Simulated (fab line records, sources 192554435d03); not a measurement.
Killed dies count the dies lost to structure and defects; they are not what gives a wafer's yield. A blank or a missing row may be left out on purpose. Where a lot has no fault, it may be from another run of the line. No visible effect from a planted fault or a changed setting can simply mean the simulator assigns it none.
Lot-split experiment -- flow n5-finfet -- 21 wafers read from 7 lots, route of 1938 steps

THE SPLIT
At N5_FIN_CUT_COAT_02 (resist thk 30 nm), the setting spin-rpm was moved away from the recipe's 1500 rpm on 7 of the 21 wafers read, by -10.3% to +7.3%. All remaining wafers had this setting at the recipe value.

FROM THE SPLIT TO THE READING: what the file shows between them, 2 steps
- N5_FIN_CUT_EBR_04
- N5_FIN_CUT_SOFTBAKE_03: time 60 s

THE READING
CAR-EUV_of_FIN_CUT_COAT_02.thk-nm (the simulator's own value, which no gauge read), in nm, at N5_FIN_CUT_DESCUM_13 (chemistry O2, time 7 s). The file gives no usual value for it. Average 26.1 nm, standard deviation 0.12 nm, over the 14 wafers here run with the recipe.

wafer,"tool, chamber at the split","spin-rpm as run, rpm",against the recipe,"CAR-EUV_of_FIN_CUT_COAT_02.thk-nm, nm",against lot-mates on the recipe
L077.1,"litho-track-03, 0",1500,recipe,26.2,-
L077.4,"litho-track-03, 0",1500,recipe,26.2,-
L077.6,"litho-track-03, 0",1500,recipe,26.2,-
L079.3,"litho-track-03, 0",1500,recipe,25.8,-
L079.5,"litho-track-03, 0",1500,recipe,26,-
L079.6,"litho-track-03, 0",1500,recipe,26,-
L080.2,"litho-track-03, 0",1356,-9.6%,27.6,+1.4
L080.3,"litho-track-03, 0",1356,-9.6%,27.8,+1.6
L080.4,"litho-track-03, 0",1500,recipe,26.2,-
L083.3,"litho-track-04, 0",1500,recipe,26.2,-
L083.4,"litho-track-04, 0",1500,recipe,26.2,-
L083.5,"litho-track-04, 0",1500,recipe,26.2,-
L085.1,"litho-track-01, 0",1500,recipe,26.2,-
L085.6,"litho-track-01, 0",1500,recipe,26.2,-
L085.5,"litho-track-01, 0",1609,+7.3%,25.2,-1.0
L088.1,"litho-track-01, 0",1500,recipe,26.2,-
L088.5,"litho-track-01, 0",1500,recipe,26.2,-
L088.6,"litho-track-01, 0",1445,-3.7%,26.6,+0.4
L090.1,"litho-track-01, 0",1346,-10.3%,27.8,no lot-mate on the recipe
L090.3,"litho-track-01, 0",1346,-10.3%,27.8,no lot-mate on the recipe
L090.4,"litho-track-01, 0",1346,-10.3%,27.8,no lot-mate on the recipe

THE FIT
A straight line over all 21 wafers: CAR-EUV_of_FIN_CUT_COAT_02.thk-nm changes by -0.157 nm for each +1% of spin-rpm; r = -0.99; the points scatter about the line by 0.12 nm.
The same after taking each lot's own level away (the mean of its wafers on the recipe; 18 wafers): -0.15 nm for each +1%; r = -0.99; scatter 0.073 nm.
Per that fit: largest spin-rpm move, reading shift of 1.5 nm.
Measured against the standard deviation above, the lots' own levels, which go from 25.93 to 26.20 nm, span 2.3 times it.
So the lot-to-lot level changes the slope little: the two slopes agree.
Check: for one of the wafers moved furthest among these (-9.6%), held out of the fit, the line's prediction against its lot-mates is +1.46 nm. It came out at +1.4 nm against them.

THESE WAFERS: OTHER SPLITS
Note: prior to the reading, these wafers also went through further splits. Each is held against what the fit with the lots' levels taken away leaves over:
other split on the same wafers,wafers away from the commonest value,r with CAR-EUV_of_FIN_CUT_COAT_02.thk-nm (lot level and that fit taken away)
N5_ZERO_LAYER_EXPOSE_08 dose-mj,5,+0.09
N5_ZERO_LAYER_PEB_09 peb-time-s,as run: not given for these wafers,-
N5_FIN_SAQP_HM_DEP_72 time-s,10,-0.41
N5_FIN_SAQP_COAT_50 spin-rpm,4,-0.18

THE WHOLE CHAIN: every reading that the file lists as answering this split, in the file's order
step,what it does,reading,change (the file's fit),r (the file's)
N5_FIN_CUT_COAT_02,resist thk 30 nm,"CAR-EUV_of_FIN_CUT_COAT_02.thk-nm (the simulator's own value, which no gauge read)",-0.157 nm for each +1% of the setting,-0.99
N5_FIN_CUT_DESCUM_13,"chemistry O2, time 7 s","CAR-EUV_of_FIN_CUT_COAT_02.thk-nm (the simulator's own value, which no gauge read)",-0.146 nm for each +1% of the setting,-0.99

THE FILE'S OWN FIT
CAR-EUV_of_FIN_CUT_COAT_02.thk-nm changes by -0.146 nm for each +1% of spin-rpm, r = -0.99.
